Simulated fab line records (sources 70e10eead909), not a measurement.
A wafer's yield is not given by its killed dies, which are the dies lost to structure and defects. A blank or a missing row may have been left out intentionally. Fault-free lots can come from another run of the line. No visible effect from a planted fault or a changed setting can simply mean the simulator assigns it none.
fab line records	flow nand-harc
[record] lots = 11	wafers = 33	last-day = 23
route steps=1159 shown P_ZERO_WELL@18 P_GATE@187 END@1159
lots that met no fault: from a run of the same line without faults
start-h: the number of hours between the record's first day and the start of the first shown wafer of the lot	wait-h: hours from the lot's prior step to this one	" repeats the value in the row above	L1.1+2: several wafers, shown together as one row	- no value, or no start given	* or withheld: withheld	< > ~ a bound
route shown NAME@n: NAME is a module with steps in the file, n the number in the route of the first one	usual: average and standard deviation across the fault-free wafers	same: alike in all rows	chamber/n: place in a boat	sites: readings site by site	_std_site: their standard deviation	_edge_site: the outer-site mean with the inner-site mean subtracted	radius-mm: how far each site lies from the wafer's centre	mask NAME#n: copy n	behind: tool/chamber where the wafer was last shaped	hold: the reason the lot was held/the length of the hold in hours/how it ended	device: which transistor (n, p or np) failed to switch	end of line: tests of these same wafers at the route's end	where a step has no rows: the recipe by itself	killed: dies that structure and defects cost at the first sort, which is not the same as the wafer's yield	map: a wafer's dies, marking killed ones x, the rest . and places with no die _
set.NAME: the setting the step ran with; set.NAME@STEP: the setting that earlier step ran with	model.NAME: the simulator's own value behind a step, which no gauge read
route steps across a sampled set of lots; one table per step, one row per wafer
services: when a tool's chamber went out of use (start-h, in hours from the record's first day, below 0 if earlier), for how many hours, and the reason
[[steps]]
[step NHARC_P_ZERO_WELL_ETCH_62]
[recipe] target-depth-a = 130	time-s = 6.5	chf3-flow-sccm = 50	ar-flow-sccm = 200	rf-w = 500	bias-w = 200	chemistry = CHF3/Ar
[usual] chf3-flow-sccm = 49.99/0.16	drypump-motor-current-A = 5.6/0.47	mfc-ar-sccm = 199.9/0.59	oes-product-au = 0.963/0.014	rf-vpp-V = 371.2/2.2	showerhead-plenum-p-Torr = 2.37/0.097	throttle-valve-pct = 20.217/0.0088
lot.wafer	tool	chamber	start-h	wait-h	chf3-flow-sccm	drypump-motor-current-A	mfc-ar-sccm	oes-product-au	rf-hours-counter-h	rf-vpp-V	showerhead-plenum-p-Torr	throttle-valve-pct
L997.1	rie-diel-04	1	-	-	50.04	5.4	199.3	0.964	7	369.4	2.30	20.208
L997.4	"	0	"	"	49.86	5.6	200.6	0.967	6	371.9	2.34	20.218
L997.6	"	2	"	"	50.15	6.3	199.7	0.950	-	372.2	2.42	20.218
L998.2	rie-diel-04	3	-	-	50.44	5.7	199.4	0.950	4	373.4	2.41	20.211
L998.1	"	2	"	"	49.89	6.3	200.7	0.966	6	369.5	2.42	20.211
L998.6	"	3	"	"	50.14	5.6	199.4	0.969	-	372.2	2.41	20.215
L999.1	rie-diel-09	2	-	-	50.22	5.2	199.0	0.953	7	370.9	2.36	20.222
L999.2	"	0	"	"	49.98	6.6	200.0	0.954	8	373.8	2.49	20.209
L999.3	"	1	"	"	49.73	5.7	199.9	0.930	8	373.7	2.48	20.219
L100.4	rie-diel-09	3	-	-	49.82	5.6	199.6	0.972	9	371.8	2.37	20.232
L100.2	"	1	"	"	50.08	5.7	200.1	0.974	8	372.9	2.48	20.220
L100.6	"	3	"	"	50.00	5.6	199.4	0.956	-	370.5	2.37	20.215
L101.3	rie-diel-04	3	-	-	50.03	5.7	200.1	0.964	4	370.2	2.41	20.215
L101.4	"	1	"	"	50.17	5.4	200.0	0.963	8	368.7	2.30	20.208
L101.5	"	2	"	"	49.90	6.3	199.4	0.972	-	373.0	2.42	20.217
L102.2	rie-diel-03	0	-	-	50.04	5.2	200.4	0.939	1	369.9	2.29	20.216
L102.1	"	1	"	"	50.01	5.2	199.5	0.955	1	368.6	2.21	20.215
L102.6	"	0	"	"	49.99	5.2	200.8	0.951	-	369.2	2.29	20.194
L106.1	rie-diel-04	1	-	-	49.86	5.4	198.9	0.955	10	370.5	2.30	20.207
L106.3	"	3	"	"	50.30	5.7	200.1	0.948	6	372.2	2.41	20.220
L106.5	"	0	"	"	49.80	5.6	199.1	0.950	-	372.0	2.34	20.217
L107.2	rie-diel-03	0	-	-	50.00	5.2	200.1	0.970	3	369.5	2.29	20.214
L107.1	"	1	"	"	49.90	5.2	199.4	0.955	3	366.3	2.21	20.209
L107.4	"	2	"	"	50.19	5.0	200.0	0.959	2	367.8	2.21	20.215
L110.4	rie-diel-09	3	-	-	50.30	5.6	199.8	0.973	1	370.9	2.37	20.204
L110.3	"	2	"	"	50.02	5.2	200.0	0.981	1	371.6	2.36	20.228
L110.5	"	0	"	"	50.13	6.6	199.9	0.952	-	374.3	2.49	20.216
L112.2	rie-diel-09	0	-	-	50.04	6.6	199.7	0.972	3	373.1	2.48	20.195
L112.3	"	1	"	"	50.00	5.7	200.4	0.966	3	373.8	2.48	20.217
L112.1	"	2	"	"	49.99	5.2	200.4	0.957	3	371.2	2.36	20.228
L116.1	rie-diel-09	1	-	-	49.89	5.7	200.6	0.959	4	372.9	2.48	20.209
L116.3	"	2	"	"	50.15	5.2	201.2	0.988	4	371.3	2.36	20.227
L116.2	"	3	"	"	50.05	5.6	199.2	0.984	4	371.8	2.37	20.232
[step NHARC_P_ZERO_WELL_EXPOSE_49]
[recipe] na = 0.6	target-cd-nm = 2000	dose-mj = 22.64	mask-id = P_HVPW
lot.wafer	tool	chamber	start-h	wait-h	mask
L997.1+4+6	krf-scanner-02	0	29.34	-	P_HVPW#0
L998.1+2+6	krf-scanner-02	0	35.65	-	P_HVPW#0
L999.1+2+3	krf-scanner-03	0	41.73	-	P_HVPW#0
L100.2+4+6	krf-scanner-03	0	47.51	-	P_HVPW#0
L101.3+4+5	krf-scanner-02	0	53.63	-	P_HVPW#0
L102.1+2+6	krf-scanner-01	0	59.66	-	P_HVPW#0
L106.1+3+5	krf-scanner-01	0	83.91	-	P_HVPW#0
L107.1+2+4	krf-scanner-03	0	89.64	-	P_HVPW#0
L110.3+4+5	krf-scanner-03	0	107.67	-	P_HVPW#0
L112.1+2+3	krf-scanner-03	0	119.58	-	P_NWELL#0
L116.1+2+3	krf-scanner-02	0	143.90	-	P_HVPW#0
[step NHARC_P_ZERO_WELL_CD_MEAS_52]
[recipe] target-cd-nm = 2000	landing-energy-ev = 500
[usual] cd-nm = 2000.1/1.5
[same] landing-energy-ev = 500
lot.wafer	tool	chamber	start-h	wait-h	cd-nm
L997.1	cd-sem-02	0	29.50	-	2001.5
L997.4	"	0	"	"	2000.0
L997.6	"	0	"	"	2000.4
L998.1	cd-sem-03	0	35.81	-	1998.7
L998.2	"	0	"	"	1999.1
L998.6	"	0	"	"	1997.8
L999.1	cd-sem-02	0	41.89	-	1999.5
L999.2	"	0	"	"	2000.1
L999.3	"	0	"	"	1999.8
L100.2	cd-sem-02	0	47.67	-	1999.0
L100.4	"	0	"	"	2000.1
L100.6	"	0	"	"	2000.8
L101.3	cd-sem-01	0	53.78	-	2001.6
L101.4	"	0	"	"	2000.3
L101.5	"	0	"	"	2001.7
L102.1	cd-sem-03	0	59.82	-	2001.5
L102.2	"	0	"	"	2001.1
L102.6	"	0	"	"	2000.3
L106.1	cd-sem-02	0	84.07	-	2002.4
L106.3	"	0	"	"	2001.5
L106.5	"	0	"	"	2002.6
L107.1	cd-sem-02	0	89.80	-	1999.0
L107.2	"	0	"	"	1998.1
L107.4	"	0	"	"	2001.2
L110.3	cd-sem-03	0	107.82	-	1999.4
L110.4	"	0	"	"	1998.7
L110.5	"	0	"	"	1997.7
L112.1	cd-sem-03	0	119.74	-	-
L112.2	"	0	"	"	-
L112.3	"	0	"	"	-
L116.1	cd-sem-01	0	144.06	-	1999.0
L116.2	"	0	"	"	2000.8
L116.3	"	0	"	"	2000.2
[step NHARC_P_ZERO_WELL_DESCUM_54]
[recipe] time-s = 3	o2-flow-sccm = 200	ar-flow-sccm = 0	bias-power-w = 0	chemistry = O2
[usual] drypump-motor-current-A = 5.6/0.43	mfc-ar-sccm = 0.012/0.017	oes-product-au = 0.999/0.0071	rf-vpp-V = 57.8/0.89	showerhead-plenum-p-Torr = 1.94/0.075	throttle-valve-pct = 11.311/0.0092
lot.wafer	tool	chamber	start-h	wait-h	drypump-motor-current-A	mfc-ar-sccm	oes-product-au	rf-hours-counter-h	rf-vpp-V	showerhead-plenum-p-Torr	throttle-valve-pct
L997.1	rie-diel-09	3	29.67	-	5.6	0	1.014	8	58.0	1.94	11.322
L997.4	"	1	"	"	5.7	0	1.003	8	58.4	2.03	11.321
L997.6	"	3	"	"	5.5	0	1.002	-	57.0	1.94	11.305
L998.2	rie-diel-04	3	35.98	-	5.6	0	0.997	4	57.5	1.97	11.312
L998.1	"	0	"	"	5.6	0.035	1.005	7	58.2	1.91	11.302
L998.6	"	3	"	"	5.6	0	1.003	-	57.5	1.97	11.328
L999.3	rie-diel-09	0	42.05	-	6.6	0	1.006	8	57.7	2.04	11.301
L999.2	"	2	"	"	5.2	0.035	1.000	8	58.4	1.93	11.313
L999.1	"	3	"	"	5.6	0	0.995	9	57.9	1.94	11.325
L100.2	rie-diel-03	0	47.83	-	5.2	0	0.989	0	57.9	1.87	11.318
L100.6	"	0	"	"	5.2	0	0.995	-	56.9	1.87	11.295
L100.4	"	3	"	"	5.4	0.017	0.987	-	58.3	2.07	11.325
L101.4	rie-diel-03	0	53.98	-	5.2	0	1.005	-	56.4	1.87	11.325
L101.3	"	1	"	"	5.2	0	1.005	-	56.7	1.80	11.331
L101.5	"	1	"	"	5.2	0	1.000	-	58.0	1.80	11.310
L102.2	rie-diel-04	3	59.98	-	5.6	0	0.986	5	59.8	1.97	11.308
L102.1	"	2	"	"	6.3	0.040	0.992	7	57.9	1.98	11.316
L102.6	"	3	"	"	5.6	0	0.995	-	58.8	1.97	11.323
L106.1	rie-diel-03	0	84.26	-	5.2	0	0.990	3	58.1	1.86	11.329
L106.3	"	1	"	"	5.2	0	0.987	3	57.0	1.80	11.307
L106.5	"	3	"	"	5.4	0.017	0.993	-	58.8	2.07	11.302
L107.4	rie-diel-04	0	89.96	-	5.6	0.035	0.998	10	59.7	1.91	11.305
L107.2	"	1	"	"	5.4	0	0.997	10	58.4	1.87	11.307
L107.1	"	3	"	"	5.7	0	1.000	7	56.5	1.97	11.319
L110.3	rie-diel-04	0	107.98	-	5.6	0.035	1.002	12	58.0	1.91	11.314
L110.4	"	1	"	"	5.4	0	0.999	12	57.3	1.87	11.313
L110.5	"	1	"	"	5.4	0	1.003	-	55.8	1.87	11.315
L112.3	rie-diel-03	2	119.91	-	5.0	0.003	0.993	4	56.9	1.80	11.310
L112.2	"	3	"	"	5.4	0.017	0.976	4	57.7	2.07	11.314
L112.1	"	0	"	"	5.2	0	0.988	4	57.4	1.86	11.309
L116.2	rie-diel-04	0	144.22	-	5.6	0.035	0.982	2	59.2	1.91	11.305
L116.3	"	1	"	"	5.4	0	1.001	2	57.9	1.87	11.305
L116.1	"	3	"	"	5.7	0	0.990	2	58.7	1.96	11.327
[step NHARC_P_GATE_DESCUM_61]
[recipe] time-s = 3	o2-flow-sccm = 200	ar-flow-sccm = 0	bias-power-w = 0	chemistry = O2
[usual] drypump-motor-current-A = 5.80/0.23	mfc-ar-sccm = 0.004/0.0077	oes-product-au = 1.001/0.0069	rf-vpp-V = 57.8/0.92	showerhead-plenum-p-Torr = 1.94/0.093	throttle-valve-pct = 11.311/0.0098
lot.wafer	tool	chamber	start-h	wait-h	drypump-motor-current-A	mfc-ar-sccm	oes-product-au	rf-hours-counter-h	rf-vpp-V	showerhead-plenum-p-Torr	throttle-valve-pct
L998.1	rie-diel-01	0	119.05	-	6.17	0.016	0.996	27	55.2	1.97	11.312
L998.2	"	3	"	"	5.69	0	0.994	27	56.5	1.78	11.300
L998.6	"	0	"	"	6.18	0.016	0.995	-	57.8	1.97	11.334
L997.1	rie-diel-01	2	119.70	-	5.70	0	0.987	26	58.2	2.02	11.294
L997.4	"	0	"	"	6.16	0.016	0.993	27	58.6	1.97	11.304
L997.6	"	2	"	"	5.71	0	0.989	-	56.2	2.02	11.296
L999.2	rie-diel-01	1	126.38	-	5.90	0	1.009	28	57.0	2.01	11.300
L999.1	"	3	"	"	5.67	0	1.007	27	56.9	1.78	11.311
L999.3	"	0	"	"	6.17	0.016	1.007	28	58.5	1.97	11.310
L100.2	rie-diel-01	2	132.59	-	5.69	0	1.000	29	58.2	2.02	11.314
L100.4	"	0	"	"	6.16	0.016	1.004	30	59.2	1.96	11.316
L100.6	"	2	"	"	5.71	0	1.000	-	58.0	2.02	11.285
L101.3	rie-diel-07	0	143.13	-	5.70	0.022	1.010	30	59.1	2.00	11.293
L101.5	"	3	"	"	5.45	0	1.000	-	57.1	1.93	11.309
L101.4	"	0	"	"	5.70	0.022	1.002	-	58.6	2.00	11.315
L102.2	rie-diel-01	0	146.90	-	6.17	0.016	1.010	0	58.0	1.96	11.319
L102.1	"	2	"	"	5.68	0	0.994	0	56.9	2.02	11.316
L102.6	"	1	"	"	5.83	0	1.008	-	57.7	2.01	11.303
L106.1	rie-diel-01	2	182.41	-	5.70	0	0.994	10	57.8	2.01	11.323
L106.3	"	1	"	"	5.83	0	1.003	9	57.6	2.01	11.318
L106.5	"	3	"	"	5.72	0	1.001	-	58.7	1.78	11.319
L107.2	rie-diel-01	0	182.59	-	6.17	0.016	1.016	9	57.7	1.96	11.306
L107.1	"	1	"	"	5.93	0	0.997	9	58.3	2.01	11.318
L107.4	"	2	"	"	5.73	0	0.999	10	58.5	2.02	11.321
L110.3	rie-diel-01	0	189.73	-	6.16	0.016	1.008	10	58.2	1.96	11.307
L110.4	"	2	"	"	5.69	0	0.995	11	57.9	2.01	11.309
L110.5	"	1	"	"	5.87	0	1.008	-	57.7	2.01	11.319
L116.2	rie-diel-01	1	231.08	-	5.96	0	1.003	21	58.9	2.00	11.313
L116.3	"	2	"	"	5.67	0	0.997	21	57.9	2.01	11.324
L116.1	"	3	"	"	5.67	0	0.998	11	57.1	1.77	11.305
[step NHARC_END_SORT_01]
[recipe] temp-c = 25
[usual] killed-at-array = 26/9.6	killed-at-other = 0.7/0.92	killed-at-periphery = 3.8/2.7	killed-dies = 31/10	killed-open = 3.3/1.7	killed-short = 1.8/1.3
[same] gross-dies = 677
lot.wafer	tool	chamber	start-h	wait-h	killed-at-array	killed-at-other	killed-at-periphery	killed-dies	killed-open	killed-short
L112.1	prober-01	0	544.71	2.5	33	1	643	677	5	1
L112.2	prober-01	0	545.52	2.8	25	1	651	677	1	1
L112.3	prober-01	0	546.32	3.1	44	2	631	677	2	4
// killed by level:class
L112.1 P_ZERO_WELL:area-expose=625 A_CHANNEL_HOLE_D1:chamber-film-flake=22 P_CONTACT:chamber-film-flake=11 A_CONTACT:chamber-film-flake=5 P_STI:chamber-film-flake=4 A_CONTACT:geometric-particle:open=2 P_GATE:geometric-particle:open=1 P_CONTACT:geometric-particle:open=1
L112.2 P_ZERO_WELL:area-expose=639 A_CHANNEL_HOLE_D1:chamber-film-flake=17 P_CONTACT:chamber-film-flake=7 A_CONTACT:chamber-film-flake=5 P_STI:chamber-film-flake=4 P_M2:geometric-particle:open=1 A_CONTACT:geometric-particle:short=1 A_WL_FILL:chamber-film-flake=1
L112.3 P_ZERO_WELL:area-expose=622 A_CHANNEL_HOLE_D1:chamber-film-flake=30 P_STI:chamber-film-flake=5 A_CONTACT:chamber-film-flake=4 A_STAIRCASE:chamber-film-flake=3 THIN_TSV:chamber-film-flake=2 P_GATE:geometric-particle:open=1 P_CONTACT:geometric-particle:short=1
[[services]]
tool	chamber	start-h	hours	kind
rie-diel-09	-	11.27	0.4	repair
rie-diel-09	2	23.81	2.6	repair
rie-diel-09	1	32.41	2.5	repair
krf-scanner-02	-	38.00	4.0	pm
rie-diel-03	-	38.30	9.0	pm
rie-diel-04	1	39.28	1.2	repair
krf-scanner-01	-	40.36	0.9	repair
rie-diel-03	3	52.01	7.0	repair
rie-diel-09	2	54.75	5.3	repair
rie-diel-03	-	59.87	0.8	repair
rie-diel-03	-	69.10	0.2	repair
krf-scanner-02	-	73.58	3.3	repair
rie-diel-09	-	77.10	9.0	pm
krf-scanner-01	-	84.00	4.0	pm
krf-scanner-03	-	106.24	1.0	repair
rie-diel-04	-	111.90	9.0	pm
rie-diel-01	-	137.80	9.0	pm
krf-scanner-01	-	154.67	3.5	repair
rie-diel-04	-	156.17	0.5	repair
krf-scanner-03	-	168.00	4.0	pm
rie-diel-09	0	169.66	132.0	repair
rie-diel-01	3	191.09	14.9	repair
krf-scanner-02	-	210.00	4.0	pm
rie-diel-03	-	215.30	9.0	pm
[[key]]
[first-sign] step = NHARC_P_ZERO_WELL_EXPOSE_49	reading = mask	direction = changed
[effect] step = NHARC_P_ZERO_WELL_CD_MEAS_52	reading = cd-nm	direction = missing
[effect] step = NHARC_END_SORT_01	reading = killed-at-periphery	direction = up	sigmas = 99+	usual = 3.8	struck = 641.7
[more-kills-born-at] NHARC_P_ZERO_WELL_EXPOSE_49@krf-scanner-03 = 1886
met-at NHARC_P_ZERO_WELL_EXPOSE_49
struck-lots L112
later-rows-left-out L112.1,L112.2,L112.3
tester-left-out L112
not-acting-at NHARC_P_ZERO_WELL_ETCH_62,NHARC_P_ZERO_WELL_DESCUM_54,NHARC_P_GATE_DESCUM_61
onset-between 107.67 119.58
[fault] kind = wrong-mask	tool = any	chamber = -	onset-h = 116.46	steps = NHARC_P_ZERO_WELL_EXPOSE_49	aux-copy = P_NWELL#0	scope = struck-lots-only
// tester-left-out: of these lots the tester's yield and bins aren't shown, on N5 and GAA mostly nor the transistor test; their killed dies are dies lost to structure and defects alone, not to doping, threshold or leakage, so they don't give the yield
// later-rows-left-out: the simulator's readings of these wafers behind a module that went badly wrong aren't trusted and aren't shown, but for the sort
